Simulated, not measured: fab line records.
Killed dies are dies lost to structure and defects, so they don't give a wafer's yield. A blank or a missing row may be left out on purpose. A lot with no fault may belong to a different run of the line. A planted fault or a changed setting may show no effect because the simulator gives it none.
fab line records | flow n5-finfet
record lots=5 | wafers=14 | last-day=20
route steps=1938 shown BEOL_M7@1290 PASSIVATION@1936
lots that met no fault: from a run of the same line without faults
start-h: hours from the record's first day to the start of the lot's first wafer shown | wait-h: hours elapsed since this lot's preceding step | " the same as in the row above | L1.1+2: one row covering several wafers at once | - no value, or no start given | * or withheld: withheld | < > ~ a bound
route shown NAME@n: a module of which the file shows steps, and the number in the route of the first | usual: mean/standard deviation of fault-free wafers | same: alike in all rows | chamber/n: place in a boat | sites: the reading at each site | _std_site: standard deviation across them | _edge_site: the outer-site mean with the inner-site mean subtracted | radius-mm: for every site, how far away it sits from the centre of the wafer | mask NAME#n: copy n | behind: the last tool/chamber to shape the wafer | hold: the reason the lot was held/the length of the hold in hours/how it ended | device: whichever transistor did not switch (one of n, p or np) | end of line: at the end of the route, the tests of the same wafers | a step given without rows: its recipe and nothing more | killed: not the wafer's yield, but the dies lost to structure and defects at the first sort | map: a wafer's dies, x killed, . not, _ none there
set.NAME: setting as actually run; set.NAME@STEP: the setting as run at that earlier step | model.NAME: the simulator's own value behind a step, which no gauge read
certain route steps with their lots: each step a table, each wafer a row
services: from which hour (start-h, from the record's first day; less than 0 if before it) a tool's chamber was out of use, for how many hours, and why
## steps
# step N5_BEOL_M7_COAT_22
# recipe resist=CAR-EUV | spin-rpm=1500 | resist-thk-nm=30
# step N5_BEOL_M7_EBR_24
# recipe solvent=PGMEA | ebr-width-mm=1.5
# step N5_BEOL_M7_SOFTBAKE_23
# recipe temp-c=110 | time-s=60 | resist=CAR-EUV
# step N5_BEOL_M7_EXPOSE_25
# recipe mask-id=V6 | na=0.33 | source-shape=annular | sigma-inner=0.4 | sigma-outer=0.8 | polarization=unpolarized | target-cd-nm=40 | dose-mj=42.5
# step N5_BEOL_M7_PEB_26
# recipe peb-temp-c=100 | peb-time-s=60 | resist=CAR-EUV
# step N5_BEOL_M7_DEVELOP_27
# recipe develop-time-s=30 | developer=TMAH | resist=CAR-EUV | rinse-liquid=surfactant-rinse | dry=air-spin | dev-temp-c=23
# step N5_BEOL_M7_CD_MEAS_28
# recipe target-cd-nm=40 | landing-energy-ev=500 | detector=se-inlens
# usual cd-nm=39.97/0.25
lot.wafer | tool      | chamber | start-h | wait-h | cd-nm
L410.1    | cd-sem-03 | 0       | 275.76  | -      | 40.01
L410.3    | "         | 0       | "       | "      | 39.56
L410.6    | "         | 0       | "       | "      | 40.10
L408.2    | cd-sem-02 | 0       | 286.53  | -      | 40.12
L408.4    | "         | 0       | "       | "      | 40.14
L408.5    | "         | 0       | "       | "      | 40.10
L424.1    | cd-sem-03 | 0       | 367.17  | -      | 40.21
L424.5    | "         | 0       | "       | "      | 39.99
L424.6    | "         | 0       | "       | "      | 40.27
L425.2    | cd-sem-01 | 0       | 376.69  | -      | 40.04
L425.3    | "         | 0       | "       | "      | 40.28
L425.5    | "         | 0       | "       | "      | 39.62
L423.1    | cd-sem-01 | 0       | 376.86  | -      | 39.99
L423.3    | "         | 0       | "       | "      | 40.24
# step N5_BEOL_M7_OVL_MEAS_29
# recipe points-per-wafer=522
# usual V6_OVL=-0.3/0.53
# same points-per-wafer=522
lot.wafer | tool       | chamber | start-h | wait-h | V6_OVL[nm]
L410.1    | overlay-01 | 0       | 275.79  | 0.0    | -1.2
L410.3    | "          | 0       | "       | "      | -1.8
L410.6    | "          | 0       | "       | "      | -1.3
L408.2    | overlay-02 | 0       | 286.57  | 0.0    | -0.8
L408.4    | "          | 0       | "       | "      | -1.1
L408.5    | "          | 0       | "       | "      | -0.5
L424.1    | overlay-02 | 0       | 367.20  | 0.0    | 0.2
L424.5    | "          | 0       | "       | "      | 0.3
L424.6    | "          | 0       | "       | "      | -0.1
L425.2    | overlay-01 | 0       | 376.72  | 0.0    | -0.5
L425.3    | "          | 0       | "       | "      | 0.1
L425.5    | "          | 0       | "       | "      | -0.1
L423.1    | overlay-02 | 0       | 376.89  | 0.0    | -0.2
L423.3    | "          | 0       | "       | "      | -0.1
# step N5_BEOL_M7_INSPECT_30
# recipe mode=adi | inspect-instrument=brightfield
# usual raw-defect-count=404/89
lot.wafer | tool              | chamber | start-h | wait-h | raw-defect-count
L410.1    | defect-inspect-02 | -       | 275.85  | 0.1    | 280
L410.3    | "                 | -       | "       | "      | 383
L410.6    | "                 | -       | "       | "      | 411
L408.2    | defect-inspect-02 | -       | 286.62  | 0.0    | 388
L408.4    | "                 | -       | "       | "      | 406
L408.5    | "                 | -       | "       | "      | 345
L424.1    | defect-inspect-02 | -       | 367.26  | 0.1    | 445
L424.5    | "                 | -       | "       | "      | 407
L424.6    | "                 | -       | "       | "      | 327
L425.2    | defect-inspect-02 | -       | 376.77  | 0.0    | 383
L425.3    | "                 | -       | "       | "      | 349
L425.5    | "                 | -       | "       | "      | 446
L423.1    | defect-inspect-01 | -       | 376.94  | 0.1    | 356
L423.3    | "                 | -       | "       | "      | 350
# step N5_BEOL_M7_DESCUM_33
# recipe chemistry=O2 | time-s=7 | source-power-w=50 | bias-power-w=20 | pressure-mtorr=20 | rf-frequency-hz=2.712e+07 | temp-c=40 | resist=CAR-EUV | o2-flow-sccm=225
# usual drypump-motor-current-A=5.7/0.45 | oes-product-au=0.78/0.07 | rf-vpp-V=243.2/1.3 | showerhead-plenum-p-Torr=2.10/0.063 | throttle-valve-pct=20.51/0.18
lot.wafer | tool        | chamber | start-h | wait-h | drypump-motor-current-A | oes-product-au | rf-hours-counter-h | rf-vpp-V | showerhead-plenum-p-Torr | throttle-valve-pct
L410.1    | rie-diel-06 | 0       | 276.27  | 0.4    | 5.5                     | 0.88           | 44                 | 242.4    | 2.08                     | 20.33
L410.3    | "           | 1       | "       | "      | 5.3                     | 0.83           | 89                 | 243.3    | 2.11                     | 20.43
L410.6    | "           | 3       | "       | "      | 5.8                     | 0.69           | -                  | 245.5    | 2.04                     | 20.42
L408.2    | rie-diel-03 | 3       | 286.65  | 0.0    | 4.9                     | 0.72           | 200                | 244.8    | 2.16                     | 20.77
L408.4    | "           | 1       | "       | "      | 6.4                     | 0.75           | -                  | 242.7    | 2.11                     | 20.72
L408.5    | "           | 3       | "       | "      | 4.9                     | 0.73           | -                  | 244.8    | 2.16                     | 20.76
L424.1    | rie-diel-06 | 1       | 367.29  | 0.0    | 5.4                     | 0.79           | 120                | 242.2    | 2.09                     | 20.48
L424.5    | "           | 0       | "       | "      | 5.5                     | 0.84           | -                  | 242.9    | 2.07                     | 20.41
L424.6    | "           | 1       | "       | "      | 5.4                     | 0.80           | -                  | 243.5    | 2.09                     | 20.50
L425.2    | rie-diel-02 | 1       | 377.32  | 0.5    | 5.4                     | 0.80           | 126                | 244.9    | 2.18                     | 20.25
L425.3    | "           | 3       | "       | "      | 5.6                     | 0.95           | 3                  | 245.7    | 2.20                     | 20.09
L425.5    | "           | 1       | "       | "      | 5.4                     | 0.80           | -                  | 244.7    | 2.18                     | 20.24
L423.1    | rie-diel-03 | 3       | 377.32  | 0.4    | 4.9                     | 0.69           | 228                | 244.1    | 2.15                     | 20.80
L423.3    | "           | 2       | "       | "      | 5.4                     | 0.88           | 21                 | 243.8    | 2.17                     | 20.34
# step N5_BEOL_M7_ETCH_72
# recipe chemistry=N2/H2 | target=underlayer | target-depth-a=65 | mask-material=CAR-EUV | time-s=5.2 | ion-energy-ev=200 | pressure-mtorr=30 | source-w=840 | bias-w=150 | n2-flow-sccm=200 | h2-flow-sccm=200 | ends=cleared
# usual drypump-motor-current-A=5.7/0.46 | etch-rf-on-time-s=5.23/0.17 | oes-product-au=0.67/0.06 | rf-vpp-V=523.7/2.5 | showerhead-plenum-p-Torr=2.54/0.077 | throttle-valve-pct=17.88/0.25
lot.wafer | tool        | chamber | start-h | wait-h | drypump-motor-current-A | etch-rf-on-time-s | oes-product-au | rf-hours-counter-h | rf-vpp-V | showerhead-plenum-p-Torr | throttle-valve-pct
L410.1    | rie-diel-06 | 0       | 276.30  | 0.0    | 5.5                     | 5.18              | 0.76           | 44                 | 519.9    | 2.48                     | 17.55
L410.3    | "           | 1       | "       | "      | 5.4                     | 5.21              | 0.70           | 89                 | 524.6    | 2.55                     | 17.67
L410.6    | "           | 3       | "       | "      | 5.8                     | 5.29              | 0.58           | -                  | 522.2    | 2.51                     | 18.00
L408.2    | rie-diel-03 | 3       | 286.69  | 0.0    | 4.9                     | 5.09              | 0.63           | 200                | 523.5    | 2.63                     | 18.29
L408.4    | "           | 1       | "       | "      | 6.5                     | 5.17              | 0.64           | -                  | 521.2    | 2.52                     | 17.78
L408.5    | "           | 3       | "       | "      | 4.9                     | 5.09              | 0.63           | -                  | 526.9    | 2.63                     | 18.28
L424.1    | rie-diel-06 | 1       | 367.32  | 0.0    | 5.4                     | 5.23              | 0.67           | 120                | 525.6    | 2.54                     | 17.74
L424.5    | "           | 0       | "       | "      | 5.5                     | 5.31              | 0.71           | -                  | 521.9    | 2.47                     | 17.62
L424.6    | "           | 1       | "       | "      | 5.4                     | 5.21              | 0.67           | -                  | 525.5    | 2.54                     | 17.73
L425.2    | rie-diel-02 | 1       | 377.35  | 0.0    | 5.4                     | 4.88              | 0.69           | 126                | 525.2    | 2.65                     | 17.67
L425.3    | "           | 3       | "       | "      | 5.7                     | 5.44              | 0.80           | 3                  | 528.7    | 2.70                     | 17.59
L425.5    | "           | 1       | "       | "      | 5.4                     | 4.81              | 0.68           | -                  | 528.8    | 2.65                     | 17.67
L423.1    | rie-diel-03 | 3       | 377.36  | 0.0    | 4.9                     | 5.15              | 0.61           | 228                | 527.2    | 2.62                     | 18.34
L423.3    | "           | 2       | "       | "      | 5.4                     | 5.11              | 0.77           | 21                 | 525.0    | 2.59                     | 17.50
# step N5_BEOL_M7_ETCH_65
# recipe chemistry=CF4 | target=SiARC | target-depth-a=156 | mask-material=CAR-EUV | time-s=26 | ion-energy-ev=80 | pressure-mtorr=40 | source-w=545 | bias-w=36 | Ar_flow_sccm=100 | cf4-flow-sccm=100 | ends=cleared
# usual drypump-motor-current-A=5.7/0.46 | etch-rf-on-time-s=26.1/0.82 | oes-product-au=0.67/0.06 | rf-vpp-V=184.0/1.2 | showerhead-plenum-p-Torr=2.14/0.061 | throttle-valve-pct=15.64/0.25
lot.wafer | tool        | chamber | start-h | wait-h | drypump-motor-current-A | etch-rf-on-time-s | oes-product-au | rf-hours-counter-h | rf-vpp-V | showerhead-plenum-p-Torr | throttle-valve-pct
L410.1    | rie-diel-06 | 0       | 276.32  | 0.0    | 5.5                     | 26.0              | 0.76           | 44                 | 183.9    | 2.09                     | 15.25
L410.3    | "           | 1       | "       | "      | 5.4                     | 26.7              | 0.69           | 89                 | 185.8    | 2.17                     | 15.66
L410.6    | "           | 3       | "       | "      | 5.8                     | 26.6              | 0.58           | -                  | 184.8    | 2.13                     | 15.93
L408.2    | rie-diel-03 | 3       | 286.71  | 0.0    | 4.9                     | 25.6              | 0.63           | 200                | 185.5    | 2.21                     | 15.94
L408.4    | "           | 1       | "       | "      | 6.5                     | 25.8              | 0.65           | -                  | 182.3    | 2.14                     | 15.76
L408.5    | "           | 3       | "       | "      | 4.9                     | 25.4              | 0.63           | -                  | 185.6    | 2.21                     | 15.94
L424.1    | rie-diel-06 | 1       | 367.34  | 0.0    | 5.4                     | 26.5              | 0.67           | 121                | 184.7    | 2.16                     | 15.73
L424.5    | "           | 0       | "       | "      | 5.5                     | 26.3              | 0.71           | -                  | 183.1    | 2.08                     | 15.30
L424.6    | "           | 1       | "       | "      | 5.4                     | 26.4              | 0.67           | -                  | 185.7    | 2.16                     | 15.73
L425.2    | rie-diel-02 | 1       | 377.37  | 0.0    | 5.4                     | 24.8              | 0.68           | 126                | 185.0    | 2.24                     | 15.51
L425.3    | "           | 3       | "       | "      | 5.7                     | 27.5              | 0.78           | 3                  | 187.0    | 2.26                     | 15.35
L425.5    | "           | 1       | "       | "      | 5.4                     | 24.9              | 0.68           | -                  | 184.1    | 2.24                     | 15.50
L423.1    | rie-diel-03 | 3       | 377.38  | 0.0    | 4.9                     | 25.7              | 0.61           | 228                | 185.3    | 2.20                     | 16.01
L423.3    | "           | 2       | "       | "      | 5.4                     | 25.7              | 0.77           | 21                 | 182.7    | 2.17                     | 15.21
# step N5_BEOL_M7_ETCH_66
# recipe chemistry=N2/H2 | target=SOC | target-depth-a=800 | overetch-a=160 | mask-material=SiARC | temp-c=40 | time-s=120 | ion-energy-ev=200 | pressure-mtorr=30 | source-w=840 | bias-w=150 | n2-flow-sccm=200 | h2-flow-sccm=200
# usual drypump-motor-current-A=5.7/0.46 | oes-product-au=0.60/0.054 | rf-vpp-V=523.9/2.2 | run-length-s=143.3/0.47 | showerhead-plenum-p-Torr=2.54/0.077 | throttle-valve-pct=17.84/0.25
lot.wafer | tool        | chamber | start-h | wait-h | drypump-motor-current-A | oes-product-au | rf-hours-counter-h | rf-vpp-V | run-length-s | showerhead-plenum-p-Torr | throttle-valve-pct | model.SiARC_of_BEOL_M7_COAT_64.thk-nm
L410.1    | rie-diel-06 | 0       | 276.35  | 0.0    | 5.5                     | 0.68           | 44                 | 522.2    | 143.3        | 2.48                     | 17.50              | 6.6
L410.3    | "           | 1       | "       | "      | 5.4                     | 0.63           | 89                 | 523.2    | 144.4        | 2.55                     | 17.65              | 6.4
L410.6    | "           | 3       | "       | "      | 5.8                     | 0.53           | -                  | 521.8    | 142.1        | 2.51                     | 17.96              | 6.6
L408.2    | rie-diel-03 | 3       | 286.73  | 0.0    | 4.9                     | 0.55           | 200                | 526.4    | 143.3        | 2.63                     | 18.25              | 6.4
L408.4    | "           | 1       | "       | "      | 6.5                     | 0.57           | -                  | 523.7    | 143.7        | 2.52                     | 17.75              | 6.4
L408.5    | "           | 3       | "       | "      | 4.9                     | 0.56           | -                  | 526.5    | 143.4        | 2.63                     | 18.25              | 6.4
L424.1    | rie-diel-06 | 1       | 367.37  | 0.0    | 5.4                     | 0.60           | 121                | 523.5    | 144.2        | 2.54                     | 17.70              | 6.2
L424.5    | "           | 0       | "       | "      | 5.5                     | 0.65           | -                  | 520.9    | 143.4        | 2.47                     | 17.57              | 6.6
L424.6    | "           | 1       | "       | "      | 5.4                     | 0.60           | -                  | 525.2    | 144.2        | 2.54                     | 17.68              | 6.2
L425.2    | rie-diel-02 | 1       | 377.40  | 0.0    | 5.4                     | 0.60           | 126                | 528.1    | 143.2        | 2.65                     | 17.60              | 6
L425.3    | "           | 3       | "       | "      | 5.6                     | 0.73           | 3                  | 528.2    | 143.0        | 2.71                     | 17.55              | 6.8
L425.5    | "           | 1       | "       | "      | 5.4                     | 0.59           | -                  | 527.5    | 142.8        | 2.65                     | 17.61              | 6
L423.1    | rie-diel-03 | 3       | 377.40  | 0.0    | 4.9                     | 0.60           | 228                | 525.7    | 132.7        | 2.62                     | 18.31              | 6.8
L423.3    | "           | 2       | "       | "      | 5.4                     | 0.68           | 21                 | 526.8    | 143.0        | 2.59                     | 17.45              | 6.2
# step N5_BEOL_M7_STRIP_69
# recipe chemistry=N2/H2 | temp-c=40 | n2-flow-sccm=200 | h2-flow-sccm=200 | rf-frequency-hz=6e+07
# step N5_PASSIVATION_PROBE_49
# usual defect-limited-yield=91.2/1.5 | killed_at_M0_to_M3=36/10 | killed_at_M4_up=14/5.2 | killed-at-contacts=12/6 | killed-at-front-end=37/10 | killed-at-other=4/3.3 | killed-dies=104/18 | killed-open=68/14 | killed-short=34/7.4 | sort_bin_4_leakage=0.01/0.04 | sort_bin_5_function=5.2/1 | sort_bin_6_memory=3.3/0.7 | sort-n-pass=1076/18 | sort-yield-pct=91.2/1.5
# same gross-dies=1180 | killed-at-back-side=0 | sort_bin_8_speed[%]=0
lot.wafer | tool      | chamber | start-h | wait-h | defect-limited-yield[%] | killed_at_M0_to_M3 | killed_at_M4_up | killed-at-contacts | killed-at-front-end | killed-at-other | killed-dies | killed-open | killed-short | sort_bin_4_leakage[%] | sort_bin_5_function[%] | sort_bin_6_memory[%] | sort-n-pass | sort-yield-pct[%]
L410.1    | prober-02 | -       | 348.15  | 0.0    | 89.5                    | 59                 | 13              | 14                 | 32                  | 6               | 124         | 88          | 34           | 0                     | 7.4                    | 2.9                  | 1056        | 89.5
L410.3    | prober-02 | -       | 348.25  | 0.1    | 89.2                    | 36                 | 21              | 19                 | 43                  | 8               | 127         | 88          | 37           | 0                     | 6.4                    | 4.0                  | 1053        | 89.2
L410.6    | prober-02 | -       | 348.40  | 0.3    | 87.2                    | 71                 | 21              | 10                 | 39                  | 10              | 151         | 110         | 39           | 0                     | 7.9                    | 4.6                  | 1029        | 87.2
L408.2    | prober-01 | -       | 362.82  | 0.1    | 89.4                    | 27                 | 15              | 22                 | 54                  | 7               | 125         | 82          | 43           | 0                     | 6.6                    | 3.7                  | 1055        | 89.4
L408.4    | prober-01 | -       | 362.92  | 0.2    | 91.9                    | 33                 | 10              | 12                 | 41                  | 0               | 96          | 61          | 35           | 0                     | 4.9                    | 2.9                  | 1084        | 91.9
L408.5    | prober-01 | -       | 362.97  | 0.2    | 89.8                    | 36                 | 6               | 17                 | 59                  | 2               | 120         | 84          | 36           | 0                     | 6.1                    | 3.7                  | 1060        | 89.8
L425.2    | prober-01 | -       | 478.25  | 0.1    | 92.2                    | 48                 | 16              | 3                  | 23                  | 2               | 92          | 57          | 34           | 0                     | 4.9                    | 2.7                  | 1088        | 92.2
L425.3    | prober-01 | -       | 478.30  | 0.1    | 91.7                    | 42                 | 9               | 6                  | 29                  | 12              | 98          | 60          | 37           | 0                     | 4.9                    | 3.1                  | 1082        | 91.7
L425.5    | prober-01 | -       | 478.40  | 0.2    | 92.5                    | 18                 | 15              | 7                  | 46                  | 3               | 89          | 58          | 30           | 0                     | 5.2                    | 2.3                  | 1091        | 92.5
L424.1    | prober-01 | -       | 481.79  | 0.0    | 95.1                    | 13                 | 10              | 4                  | 29                  | 2               | 58          | 41          | 17           | 0                     | 2.9                    | 1.9                  | 1122        | 95.1
L424.5    | prober-01 | -       | 481.99  | 0.2    | 93.6                    | 16                 | 15              | 10                 | 31                  | 3               | 75          | 51          | 24           | 0                     | 4.5                    | 1.8                  | 1105        | 93.6
L424.6    | prober-01 | -       | 482.04  | 0.3    | 93.0                    | 27                 | 15              | 6                  | 32                  | 3               | 83          | 55          | 28           | 0                     | 3.7                    | 2.9                  | 1097        | 93.0
L423.1    | prober-02 | -       | 488.66  | 0.0    | 90.1                    | 42                 | 8               | 25                 | 28                  | 14              | 117         | 82          | 32           | 0.08                  | 5.6                    | 3.9                  | 1062        | 90.0
L423.3    | prober-02 | -       | 488.76  | 0.1    | 92.6                    | 35                 | 7               | 27                 | 16                  | 2               | 87          | 65          | 21           | 0                     | 4.9                    | 2.2                  | 1093        | 92.6
# killed by level:class
L410.1 BEOL_M2:geometric-particle:open=17 MOL_CONTACT_COAG:geometric-particle:open=10 BEOL_M1:geometric-particle:open=9 STI_FIN_REVEAL:geometric-particle:open=9 BEOL_M0_SAQP:geometric-particle:open=8 FIN_SAQP:geometric-particle:short=7 BEOL_M0:geometric-particle:open=7 BEOL_M0_SAQP:geometric-particle:short=6
L410.3 MOL_CONTACT_COAG:geometric-particle:open=17 BEOL_M4:geometric-particle:open=14 BEOL_M3:geometric-particle:open=11 ILD0:geometric-particle:short=9 DUMMY_GATE:geometric-particle:open=8 BEOL_M2:geometric-particle:open=7 MIM_TOP_ETCH:geometric-particle:short=6 GATE_CUT:geometric-particle:short=5
L410.6 BEOL_M0_SAQP:geometric-particle:open=16 BEOL_M3:geometric-particle:open=15 BEOL_M0_SAQP:geometric-particle:short=14 STI_FIN_REVEAL:geometric-particle:open=10 BEOL_M4:geometric-particle:open=9 FIN_SAQP:geometric-particle:open=8 BEOL_M2:geometric-particle:open=8 MOL_CONTACT_COAG:geometric-particle:open=8
L408.2 FIN_SAQP:geometric-particle:open=20 MOL_CONTACT_COAG:geometric-particle:open=13 FIN_SAQP:geometric-particle:short=9 MOL_CONTACT_COAG:geometric-particle:short=9 GATE_CUT:geometric-particle:short=7 BEOL_M3:geometric-particle:open=7 BEOL_M1:geometric-particle:open=6 BEOL_M0_SAQP:geometric-particle:open=5
L408.4 FIN_SAQP:geometric-particle:short=9 STI_FIN_REVEAL:geometric-particle:open=9 MOL_CONTACT_COAG:geometric-particle:open=9 BEOL_M0_SAQP:geometric-particle:short=7 BEOL_M3:geometric-particle:open=7 FIN_SAQP:geometric-particle:open=6 BEOL_M0_SAQP:geometric-particle:open=4 BEOL_M0:geometric-particle:open=4
L408.5 FIN_SAQP:geometric-particle:open=18 MOL_CONTACT_COAG:geometric-particle:open=15 BEOL_M3:geometric-particle:open=12 STI_FIN_REVEAL:geometric-particle:open=9 FIN_SAQP:geometric-particle:short=8 BEOL_M1:geometric-particle:open=7 BEOL_M0_SAQP:geometric-particle:short=6 GATE_CUT:geometric-particle:short=5
L425.2 BEOL_M2:geometric-particle:open=13 BEOL_M3:geometric-particle:open=8 BEOL_M2:geometric-particle:short=7 STI_FIN_REVEAL:geometric-particle:open=6 BEOL_M0_SAQP:geometric-particle:short=6 BEOL_M4:geometric-particle:open=6 STI_FIN_REVEAL:geometric-particle:short=5 BEOL_M0_SAQP:geometric-particle:open=5
L425.3 BEOL_M0_SAQP:geometric-particle:open=10 GATE_CUT:geometric-particle:short=7 BEOL_M1:geometric-particle:open=7 MOL_CONTACT_COAG:geometric-particle:open=6 BEOL_M0_SAQP:geometric-particle:short=6 FIN_SAQP:geometric-particle:short=5 BEOL_M2:geometric-particle:open=5 MIM_TOP_ETCH:geometric-particle:open=5
L425.5 STI_FIN_REVEAL:geometric-particle:open=12 GATE_CUT:geometric-particle:open=7 BEOL_M4:geometric-particle:open=7 MOL_CONTACT_COAG:geometric-particle:open=6 BEOL_M2:geometric-particle:open=6 STI_FIN_REVEAL:geometric-particle:short=5 STARTING-WAFER:geometric-particle:short=4 FIN_SAQP:geometric-particle:short=3
L424.1 DUMMY_GATE:geometric-particle:open=9 BEOL_M3:geometric-particle:open=6 FIN_SAQP:geometric-particle:open=5 FIN_SAQP:geometric-particle:short=5 BEOL_M4:geometric-particle:open=4 MOL_CONTACT_COAG:geometric-particle:open=3 STARTING-WAFER:geometric-particle:open=3 DUMMY_GATE:geometric-particle:short=2
L424.5 MOL_CONTACT_COAG:geometric-particle:open=8 STI_FIN_REVEAL:geometric-particle:open=5 BEOL_M3:geometric-particle:open=5 FIN_SAQP:geometric-particle:short=4 DUMMY_GATE:geometric-particle:open=4 BEOL_M0_SAQP:geometric-particle:open=4 BEOL_M7:geometric-particle:open=4 STARTING-WAFER:geometric-particle:short=4
L424.6 BEOL_M2:geometric-particle:open=8 MOL_CONTACT_COAG:geometric-particle:open=6 FIN_SAQP:geometric-particle:short=5 STI_FIN_REVEAL:geometric-particle:open=5 DUMMY_GATE:geometric-particle:open=5 BEOL_M0_SAQP:geometric-particle:short=5 STARTING-WAFER:geometric-particle:short=4 BEOL_M3:geometric-particle:open=4
L423.1 MOL_CONTACT_COAG:geometric-particle:open=25 FIN_SAQP:geometric-particle:open=11 BEOL_M0_SAQP:geometric-particle:short=11 BEOL_M2:geometric-particle:open=9 BEOL_M0_SAQP:geometric-particle:open=8 BEOL_M3:geometric-particle:open=6 STI_FIN_REVEAL:geometric-particle:open=4 MIM_TOP_ETCH:geometric-particle:open=4
L423.3 MOL_CONTACT_COAG:geometric-particle:open=22 BEOL_M2:geometric-particle:open=7 FIN_SAQP:geometric-particle:open=6 BEOL_M1:geometric-particle:open=6 BEOL_M0_SAQP:geometric-particle:open=6 STI_FIN_REVEAL:geometric-particle:open=5 MOL_CONTACT_COAG:geometric-particle:short=5 BEOL_M0_SAQP:geometric-particle:short=5
## services
tool        | chamber | start-h | hours | kind
rie-diel-03 | 2       | 285.40  | -     | clean
rie-diel-03 | 2       | 285.40  | -     | consumable-replace:focus-ring
rie-diel-03 | 2       | 285.40  | 16.3  | scheduled-down
rie-diel-03 | 2       | 285.40  | 16.3  | vent-cycle
rie-diel-06 | 2       | 331.76  | 38.5  | repair
rie-diel-02 | 3       | 351.50  | -     | clean
rie-diel-02 | 3       | 351.50  | -     | consumable-replace:focus-ring
rie-diel-02 | 3       | 351.50  | -     | consumable-replace:showerhead
rie-diel-02 | 3       | 351.50  | 17.3  | scheduled-down
rie-diel-02 | 3       | 351.50  | 17.3  | vent-cycle
rie-diel-06 | 3       | 370.23  | -     | clean
rie-diel-06 | 3       | 370.23  | -     | consumable-replace:focus-ring
rie-diel-06 | 3       | 370.23  | 16.8  | scheduled-down
rie-diel-06 | 3       | 370.23  | 16.8  | vent-cycle
## key
first-sign step=N5_BEOL_M7_ETCH_66 | reading=run-length-s | direction=down | sigmas=23 | usual=* | struck=*
effect none on later readings
model-effect step=N5_BEOL_M7_ETCH_66 | value=SiARC_of_BEOL_M7_COAT_64.thk-nm | without=6.4 | struck=6.8
met-at N5_BEOL_M7_ETCH_66
struck-wafers L423.1
onset-between 286.73 377.40
fault kind=process-parameter-drift | tool=rie-diel-03 | chamber=- | onset-h=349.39 | steps=N5_BEOL_M7_ETCH_66 | channel=time-s | offset=* | shape=step | end-h=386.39 | scope=struck-wafers-only | acts-in=* | stated=*
